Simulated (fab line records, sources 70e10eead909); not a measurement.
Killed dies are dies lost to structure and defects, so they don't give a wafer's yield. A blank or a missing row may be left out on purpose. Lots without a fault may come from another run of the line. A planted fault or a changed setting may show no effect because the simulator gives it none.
Chamber matching | flow nand_harc | NHARC_A_WL_FILL_ALD_19 on ald_metal-02: 4 sister chambers
The step deposits TiN, target thk 2 nm, pulse time 3 s, ald cycles 100. 14 wafers are shown with their chamber, then 6 later ones without.

WAFERS WITH THEIR CHAMBER
wafer  | chamber | heater_power_w (W) | precursor_pulse_height_rel
L713.1 | 2       | 1348               | 0.999
L713.3 | 0       | 1040               | 1.008
L713.4 | 1       | 1183               | 0.986
L714.1 | 3       | 967                | 0.982
L714.3 | 1       | 1148               | 1.004
L714.6 | 2       | 1361               | 0.977
L716.2 | 0       | 1026               | 1.003
L716.4 | 1       | 1166               | 1.016
L716.5 | 1       | 1179               | 0.989
L718.1 | 3       | 947                | 0.997
L718.2 | 2       | 1349               | 1.003
L726.4 | 3       | 990                | 1.006
L726.5 | 0       | 1061               | 0.997
L726.6 | 3       | 1016               | 0.992

SIGNATURES (means of the wafers above)
reading                    | chamber 0 | chamber 1 | chamber 2 | chamber 3 | scatter within a chamber
heater_power_w             | 1042.33   | 1169.00   | 1352.67   | 980.00    | 20.3
precursor_pulse_height_rel | 1.00267   | 0.99875   | 0.99300   | 0.99425   | 0.0116
Rule: a wafer's distance from a chamber is the root of the sum, over the readings, of the square of ((its reading less the chamber's mean) divided by the reading's scatter). The wafer belongs to the nearest chamber; if the next one is less than 2 further off, it can't be placed. The scatter: the root of (the sum of the squares of (reading less its chamber's mean) over the shown wafers, divided by (wafers less chambers)).

WAFERS WITHOUT THEIR CHAMBER
wafer  | heater_power_w (W) | precursor_pulse_height_rel
L733.2 | 1002               | 0.992
L733.3 | 1067               | 1.007
L733.4 | 1354               | 0.988
L731.1 | 998                | 1.023
L731.3 | 1057               | 1.007
L731.5 | 1071               | 1.006

WHICH CHAMBER EACH WENT THROUGH
wafer  | from the rows above     | in truth
L733.2 | can't be placed: 3 or 0 | 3
L733.3 | 0                       | 0
L733.4 | 2                       | 2
L731.1 | can't be placed: 3 or 0 | 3
L731.3 | 0                       | 0
L731.5 | 0                       | 0
Placed correctly: 4 of 6. Can't be placed from these rows: 2 (the true chamber is among the candidates in 2). Placed wrongly: 0.
